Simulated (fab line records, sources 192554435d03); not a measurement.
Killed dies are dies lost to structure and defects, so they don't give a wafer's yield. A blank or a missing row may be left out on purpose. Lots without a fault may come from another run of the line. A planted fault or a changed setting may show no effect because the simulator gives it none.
Split-lot experiment | flow n5_finfet | 7 lots, 39 wafers read, on a route of 1938 steps

THE SPLIT
At N5_SD_ACTIVATION_LSA_01 (time 0.0008 s), the setting time_s was moved away from the recipe's 0.0008 s on 15 of the 39 wafers read, by -25.5% to +31.4%. The other wafers ran this setting at the recipe's value.

The file shows no step between the split and the reading.

THE READING
RS_SD_N, in ohm/sq, at N5_SD_ACTIVATION_RS_MEAS_03 (measures by four-point-probe). Fault-free wafers of this fab line usually give 21.92 ohm/sq, standard deviation 0.3 ohm/sq.

wafer  | tool, chamber at the split | time_s as run, s | against the recipe | RS_SD_N, ohm/sq | against lot-mates on the recipe
L076.1 | laser_anneal-01, 0         | 0.0008           | recipe             | 22.27           | -
L076.2 | laser_anneal-01, 0         | 0.0008           | recipe             | 22.17           | -
L076.3 | laser_anneal-01, 0         | 0.0008           | recipe             | 22.40           | -
L076.4 | laser_anneal-01, 0         | 0.0008           | recipe             | 21.95           | -
L076.5 | laser_anneal-01, 0         | 0.0008           | recipe             | 21.88           | -
L076.6 | laser_anneal-01, 0         | 0.0008           | recipe             | 21.95           | -
L075.1 | laser_anneal-01, 0         | 0.0008           | recipe             | 22.10           | -
L075.2 | laser_anneal-01, 0         | 0.0008           | recipe             | 21.87           | -
L075.3 | laser_anneal-01, 0         | 0.001051         | +31.4%             | 20.84           | -1.06
L075.4 | laser_anneal-01, 0         | 0.001051         | +31.4%             | 21.13           | -0.77
L075.5 | laser_anneal-01, 0         | 0.001051         | +31.4%             | 21.32           | -0.58
L075.6 | laser_anneal-01, 0         | 0.0008           | recipe             | 21.72           | -
L085.1 | laser_anneal-02, 0         | 0.0008           | recipe             | 22.12           | -
L085.2 | laser_anneal-02, 0         | 0.0005957        | -25.5%             | 23.13           | +0.88
L085.3 | laser_anneal-02, 0         | 0.0005957        | -25.5%             | 23.44           | +1.19
L085.4 | laser_anneal-02, 0         | 0.0008           | recipe             | 22.44           | -
L085.5 | laser_anneal-02, 0         | 0.0008           | recipe             | 22.19           | -
L085.6 | laser_anneal-02, 0         | 0.0005957        | -25.5%             | 23.02           | +0.77
L087.2 | laser_anneal-01, 0         | 0.0008           | recipe             | 21.70           | -
L087.3 | laser_anneal-01, 0         | 0.0008           | recipe             | 22.15           | -
L087.6 | laser_anneal-01, 0         | 0.0008           | recipe             | 22.30           | -
L088.1 | laser_anneal-01, 0         | 0.0008           | recipe             | 21.73           | -
L088.2 | laser_anneal-01, 0         | 0.0008           | recipe             | 21.62           | -
L088.3 | laser_anneal-01, 0         | 0.0008           | recipe             | 21.49           | -
L088.4 | laser_anneal-01, 0         | 0.001004         | +25.5%             | 20.85           | -0.76
L088.5 | laser_anneal-01, 0         | 0.001004         | +25.5%             | 21.02           | -0.59
L088.6 | laser_anneal-01, 0         | 0.001004         | +25.5%             | 20.75           | -0.86
L092.1 | laser_anneal-02, 0         | 0.0009334        | +16.7%             | 21.71           | -0.23
L092.2 | laser_anneal-02, 0         | 0.0008           | recipe             | 22.06           | -
L092.3 | laser_anneal-02, 0         | 0.0009334        | +16.7%             | 21.36           | -0.58
L092.4 | laser_anneal-02, 0         | 0.0008           | recipe             | 21.86           | -
L092.5 | laser_anneal-02, 0         | 0.0008           | recipe             | 21.90           | -
L092.6 | laser_anneal-02, 0         | 0.0009334        | +16.7%             | 21.52           | -0.42
L097.1 | laser_anneal-01, 0         | 0.0008           | recipe             | 21.55           | -
L097.2 | laser_anneal-01, 0         | 0.0006837        | -14.5%             | 22.57           | +0.95
L097.3 | laser_anneal-01, 0         | 0.0008           | recipe             | 21.85           | -
L097.4 | laser_anneal-01, 0         | 0.0006837        | -14.5%             | 22.13           | +0.51
L097.5 | laser_anneal-01, 0         | 0.0006837        | -14.5%             | 21.78           | +0.16
L097.6 | laser_anneal-01, 0         | 0.0008           | recipe             | 21.45           | -

THE FIT
A straight line over all 39 wafers: RS_SD_N changes by -0.0349 ohm/sq for each +1% of time_s; r = -0.86; the points scatter about the line by 0.3 ohm/sq.
The same after taking each lot's own level away (the mean of its wafers on the recipe; 39 wafers): -0.0304 ohm/sq for each +1%; r = -0.91; scatter 0.2 ohm/sq.
On that fit, the largest move of time_s shifts the reading by 0.95 ohm/sq.
The lots' own levels span 21.613 to 22.250 ohm/sq, that is 2.1 times the standard deviation above.
So the lot-to-lot level changes the slope: the two fits differ.
Check: with one of the wafers moved furthest among these (+31.4%) left out of the fit, the line predicts -0.888 ohm/sq for it against its lot-mates. It came out at -1.06 ohm/sq against them.

THE FILE'S OWN FIT
RS_SD_N changes by -0.0299 ohm/sq for each +1% of time_s, r = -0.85.
